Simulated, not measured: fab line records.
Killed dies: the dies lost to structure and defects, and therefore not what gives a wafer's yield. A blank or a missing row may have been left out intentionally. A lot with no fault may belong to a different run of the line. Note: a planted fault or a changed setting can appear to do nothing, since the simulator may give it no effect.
What tool caused it? ; flow nandHarc ; 7 lots, 21 wafers sampled, at 5 steps of a route of 1302

WHAT THE GAUGES SHOWED, per wafer
NHARC_END_SORT_01.
lot;measured;on;killedAtArray
L586;day 30 10:14;prober-01;70 146 69

TOOL THAT RAN EACH LOT (tool first, then ch and the chambers of the sampled wafers, then the start)
lot;NHARC_A_CONTACT_ETCH_135;NHARC_THIN_TSV_ETCH_15;NHARC_THIN_TSV_ETCHBACK_48;NHARC_THIN_TSV_DEGAS_49
L573;harCapEtch-02 ch 0,1, day 23 04:02;rieSi-02 ch 0,2,3, day 24 12:16;rieDiel-13 ch 1,2,3, day 24 13:42;pvdSputter-02, day 24 14:11
L575;harCapEtch-03 ch 0,1, day 23 20:13;rieSi-01 ch 0,2,3, day 25 06:15;rieDiel-13 ch 0,1,2, day 25 07:47;pvdSputter-03, day 25 08:15
L576;harCapEtch-01 ch 0,1, day 24 22:37;rieSi-04 ch 1,2, day 26 15:29;rieDiel-10 ch 0,2, day 26 16:58;pvdSputter-02, day 26 17:28
L579;harCapEtch-01 ch 0,1, day 26 02:04;rieSi-01 ch 0,1, day 27 10:20;rieDiel-10 ch 0,1,3, day 27 11:53;pvdSputter-03, day 27 12:25
L582;harCapEtch-01 ch 0,1, day 27 01:33;rieSi-01 ch 0,2,3, day 28 12:09;rieDiel-13 ch 0,1,3, day 28 13:42;pvdSputter-03, day 28 14:17
L586;harCapEtch-01 ch 0,1, day 28 06:32;rieSi-01 ch 0,2,3, day 29 16:47;rieDiel-10 ch 1,2,3, day 29 18:11;pvdSputter-01, day 29 18:44
L594;harCapEtch-01 ch 0,1, day 32 06:20;rieSi-02 ch 0,2,3, day 33 18:20;rieDiel-13 ch 1,2,3, day 33 19:47;pvdSputter-03, day 33 20:23
- NHARC_A_CONTACT_ETCH_135: etches the open film in C4F8/O2/Ar, time 311 s, target depth 1912 nm.
- NHARC_THIN_TSV_ETCH_15: target depth 3000 nm, bosch target overetch cycles 2, bosch etch step 2.8 s.
- NHARC_THIN_TSV_ETCHBACK_48: etches the open film in C4F8/Ar, target depth 1028.5 nm, time 405.17 s.
- NHARC_THIN_TSV_DEGAS_49: time 120 s.

THE ANSWER, worked out from the rows above alone
Rule: the usual values come from the lots themselves. The widest of any qualifying gaps counts: lots, ordered by their means at a reading, are off when they make up no more than a third of the lots, leave a main group of 4 or more, and stand apart from it by 3 or more times the standard deviation of that group's means. A main group whose means are all the same, to the digits that the tables above print for the reading, isn't used. Also off: a lot with no number at a reading for which 4 or more lots have one. All remaining lots with rows at the step are treated as sound.
Nothing can be told from this: no lot is off at any reading shown.

WHAT THE SIMULATOR PUT IN
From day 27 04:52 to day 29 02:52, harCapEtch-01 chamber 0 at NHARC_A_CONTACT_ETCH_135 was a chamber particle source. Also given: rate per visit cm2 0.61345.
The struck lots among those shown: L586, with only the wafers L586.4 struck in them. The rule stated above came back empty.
